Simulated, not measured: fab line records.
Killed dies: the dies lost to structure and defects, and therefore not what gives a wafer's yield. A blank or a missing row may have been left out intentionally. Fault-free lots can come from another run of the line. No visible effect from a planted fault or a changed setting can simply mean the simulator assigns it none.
A struck lot beside a sound one / flow n5_finfet / 17 out of 1938 route steps
Sound: wafers L830.1, L830.3, L830.4. Struck: wafer L841.5 (left out: L841.2, a lot-mate that was not struck); the cause follows at the end.
At each step with rows: each side's tool, then ch and its chambers, then its first start. Under that, the readings that differ: sound wafers / struck wafers / difference of the means / sigmas: that difference in standard deviations of wafers without a fault.
alike: a reading whose means differ by less than 2 such deviations, as well as words and numbers matching on both sides. not compared: withheld readings; readings where some wafer has no value; bounds like >300 that might hide an equal value; numbers whose values overlap and for which the record gives no deviation.
A row with sigmas, a row that says differs or no value, or rows on one side alone: a step with any of these is where the two part. Numbers that have no deviation but don't overlap get no sigmas and don't part them. A reading that every wafer of one side lacks parts them only if that side has two wafers or more.

first, 8 steps without rows for these wafers: N5_PASSIVATION_HMDS_03 (time 60 s); N5_PASSIVATION_COAT_04; N5_PASSIVATION_EBR_06; N5_PASSIVATION_SOFTBAKE_05 (time 90 s); N5_PASSIVATION_EXPOSE_07 (exposes mask TV, defocus 0 nm, target cd 3000 nm); N5_PASSIVATION_PEB_08; N5_PASSIVATION_DEVELOP_09 (develop time 60 s); N5_PASSIVATION_HARDBAKE_11 (time 120 s).
N5_PASSIVATION_CD_MEAS_10: target cd 3000 nm.
  sound on cd_sem-01 ch 0, day 12 03:12; struck on cd_sem-01 ch 0, day 14 12:50
reading=cd_nm (nm); sound=2997.6 2998.0 2995.2; struck=3003.2; difference=+6.3; sigmas=+3
N5_PASSIVATION_OVL_MEAS_60:
  sound on overlay-02 ch 0, day 12 03:14; struck on overlay-02 ch 0, day 14 12:52
  alike: TV_OVL
N5_PASSIVATION_INSPECT_61: inspects for defects (macro).
  sound: defect_inspect-01 at day 12 03:15; struck: defect_inspect-02 at day 14 12:53
  alike: raw_defect_count
N5_PASSIVATION_DESCUM_12: chemistry O2, time 7.9 s.
  sound on rie_diel-03 ch 0,1,2, day 12 03:30; struck on rie_diel-04 ch 2, day 14 12:55
  alike: drypump_motor_current_A, oes_product_au, rf_vpp_V, showerhead_plenum_p_Torr, throttle_valve_pct
  not compared: rf_hours_counter_h
N5_PASSIVATION_PASS_ETCH_74: etches SiNx in CF4/O2, target depth 220 nm, time 110 s.
  sound on rie_diel-03 ch 0,1,2, day 12 03:34; struck on rie_diel-04 ch 2, day 14 12:59
reading=O2_flow_sccm (sccm); sound=9.978 9.976 9.986; struck=10.045; difference=+0.065; sigmas=+2
reading=oes_product_au (a.u.); sound=1.00 0.92 0.89; struck=0.70; difference=-0.24; sigmas=-3
reading=model.etch.depth_nm (nm); sound=230 228.3 224.1; struck=167.2; difference=-60.3; sigmas=
reading=model.TV_OPEN.cd_offset_nm (nm); sound=-0.6 0.2 0; struck=2; difference=+2; sigmas=
  alike: drypump_motor_current_A, oes_f_703_au, rf_vpp_V, showerhead_plenum_p_Torr, throttle_valve_pct
  not compared: rf_hours_counter_h, model.coat_of_PASSIVATION_COAT_04.thk_nm
N5_PASSIVATION_VIA_ETCH_13: etches SiO2 in CHF3/O2, target depth 660 nm, time 330 s.
  sound on rie_diel-03 ch 0,1,2, day 12 03:39; struck on rie_diel-04 ch 2, day 14 13:05
  alike: CHF3_flow_sccm, O2_flow_sccm, drypump_motor_current_A, etch_rf_on_time_s, oes_f_703_au, oes_product_au, rf_vpp_V, showerhead_plenum_p_Torr, throttle_valve_pct
  not compared: rf_hours_counter_h, model.coat_of_PASSIVATION_COAT_04.thk_nm
N5_PASSIVATION_STRIP_14: strips in O2.
  sound on rie_diel-03 ch 0,1,2, day 12 03:51; struck on rie_diel-04 ch 2, day 14 13:16
  alike: drypump_motor_current_A, oes_product_au, rf_vpp_V, showerhead_plenum_p_Torr, throttle_valve_pct
  not compared: rf_hours_counter_h
N5_PASSIVATION_ETCH_15: etches SiCN in CF4/N2, target depth 75 nm, time 81.2 s.
  sound on rie_diel-03 ch 0,1,2; struck on rie_diel-04 ch 2
reading=model.TV_OPEN.cd_offset_nm (nm); sound=1.8 2.2 2.4; struck=4.2; difference=+2.1; sigmas=
  alike: drypump_motor_current_A, oes_product_au, rf_vpp_V, showerhead_plenum_p_Torr, throttle_valve_pct
  not compared: rf_hours_counter_h
then, 1 step without rows for these wafers: N5_PASSIVATION_STRIP_73 (strips in post etch residue remover, time 60 s).

WHERE THEY PART
First at N5_PASSIVATION_CD_MEAS_10; last, within this record, at N5_PASSIVATION_PASS_ETCH_74. Later steps at which nothing parts them and some readings are alike: N5_PASSIVATION_VIA_ETCH_13, N5_PASSIVATION_STRIP_14, N5_PASSIVATION_ETCH_15.

WHY: whatever the simulator had introduced
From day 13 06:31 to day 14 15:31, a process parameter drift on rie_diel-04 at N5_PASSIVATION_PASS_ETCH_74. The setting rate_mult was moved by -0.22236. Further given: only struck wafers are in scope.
